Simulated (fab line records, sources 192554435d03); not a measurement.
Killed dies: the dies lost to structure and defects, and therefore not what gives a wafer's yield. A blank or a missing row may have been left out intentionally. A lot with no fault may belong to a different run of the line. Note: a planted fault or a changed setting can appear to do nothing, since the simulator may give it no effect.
Lot-split experiment | flow n5-finfet | 21 wafers read from 7 lots, route of 1938 steps

== ON THE SPLIT ==
At N5_SD_EPI_P_EPI_21 (deposits SiGe:B, time 355 s), the setting time-s was moved away from the recipe's 355 s on 5 of the 21 wafers read, by +6.1% to +15.5%. For the rest of the wafers, this setting stayed at what the recipe calls for.

== FROM THE SPLIT TO THE READING: what the file shows between them, 8 steps ==
- N5_SD_EPI_P_EPI_MEAS_23
- N5_SD_EPI_P_HM_STRIP_48: strips SiNx in H3PO4, material SiNx, target depth 3 nm
- N5_SD_EPI_P_SRD_49: time 30 s
- N5_SD_EPI_P_PRECLEAN_24: cleans in O3/DIW, time 45 s
- N5_SD_EPI_P_PRECLEAN_32: cleans in dHF, time 10 s
- N5_SD_EPI_P_PRECLEAN_33: cleans in SC2, time 45 s
- N5_SD_ACTIVATION_RTA_00: time 0 s
- N5_SD_ACTIVATION_LSA_01: time 0.0008 s

== THE READING ==
RS_SD_P in ohm/sq, measured at N5_SD_ACTIVATION_RS_MEAS_03 by four-point-probe. Fault-free wafers of this fab line usually give 56.0 ohm/sq, standard deviation 0.76 ohm/sq.

wafer  | tool, chamber at the split | time-s as run, s | against the recipe | RS_SD_P, ohm/sq | against lot-mates on the recipe
L075.1 | epi-rpcvd-04, 0            | 402              | +13.2%             | 51.7            | -4.5
L075.3 | epi-rpcvd-04, 0            | 402              | +13.2%             | 50.8            | -5.4
L075.4 | epi-rpcvd-04, 0            | 355              | recipe             | 56.2            | -
L077.2 | epi-rpcvd-03, 0            | 355              | recipe             | 56.0            | -
L077.3 | epi-rpcvd-03, 0            | 376.7            | +6.1%              | 53.5            | -2.3
L077.6 | epi-rpcvd-03, 0            | 355              | recipe             | 55.6            | -
L078.2 | epi-rpcvd-04, 0            | 410.1            | +15.5%             | 51.1            | -6.1
L078.4 | epi-rpcvd-04, 0            | 410.1            | +15.5%             | 51.3            | -5.9
L078.5 | epi-rpcvd-04, 0            | 355              | recipe             | 57.2            | -
L082.2 | epi-rpcvd-03, 0            | 355              | recipe             | 57.1            | -
L082.4 | epi-rpcvd-03, 0            | 355              | recipe             | 55.8            | -
L082.6 | epi-rpcvd-03, 0            | 355              | recipe             | 56.5            | -
L084.1 | epi-rpcvd-03, 0            | 355              | recipe             | 56.5            | -
L084.3 | epi-rpcvd-03, 0            | 355              | recipe             | 56.5            | -
L084.6 | epi-rpcvd-03, 0            | 355              | recipe             | 56.4            | -
L091.1 | epi-rpcvd-03, 0            | 355              | recipe             | 57.6            | -
L091.2 | epi-rpcvd-03, 0            | 355              | recipe             | 57.5            | -
L091.3 | epi-rpcvd-03, 0            | 355              | recipe             | 57.4            | -
L095.3 | epi-rpcvd-03, 0            | 355              | recipe             | 56.3            | -
L095.5 | epi-rpcvd-03, 0            | 355              | recipe             | 56.7            | -
L095.6 | epi-rpcvd-03, 0            | 355              | recipe             | 57.2            | -

THE FIT
A straight line over all 21 wafers: RS_SD_P changes by -0.379 ohm/sq for each +1% of time-s; r = -0.96; the points scatter about the line by 0.63 ohm/sq.
The same after taking each lot's own level away (the mean of its wafers on the recipe; 21 wafers): -0.381 ohm/sq for each +1%; r = -0.99; scatter 0.31 ohm/sq.
Per that fit: largest time-s move, reading shift of 5.9 ohm/sq.
From 55.80 to 57.50 ohm/sq: that is the span of the lots' own levels, equal to 2.2 times the standard deviation above.
The two slopes agree, so the slope changes little with the lot-to-lot level.
Check: with one of the wafers moved furthest among these (+15.5%) left out of the fit, the line predicts -5.84 ohm/sq for it against its lot-mates. Against them it came out at -6.1 ohm/sq.

== THE WHOLE CHAIN: every reading that the file lists as answering this split, in the file's order ==
step                        | what it does                                           | reading                                                                           | change (the file's fit)               | r (the file's)
N5_SD_EPI_P_EPI_21          | deposits SiGe:B, time 355 s                            | SiGe-B_of_SD_EPI_P_EPI_21.thk-nm (the simulator's own value, which no gauge read) | +0.442 nm for each +1% of the setting | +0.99
N5_SD_EPI_P_EPI_MEAS_23     |                                                        | thk-nm                                                                            | withheld for each +1% of the setting  | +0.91
N5_SD_EPI_P_HM_STRIP_48     | strips SiNx in H3PO4, material SiNx, target depth 3 nm | SiGe-B_of_SD_EPI_P_EPI_21.thk-nm (the simulator's own value, which no gauge read) | +0.448 nm for each +1% of the setting | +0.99
N5_SD_ACTIVATION_RS_MEAS_03 | measures by four-point-probe                           | RS_SD_P                                                                           | -0.38 for each +1% of the setting     | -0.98

== THE FILE'S OWN FIT ==
RS_SD_P changes by -0.38 ohm/sq for each +1% of time-s, r = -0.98.
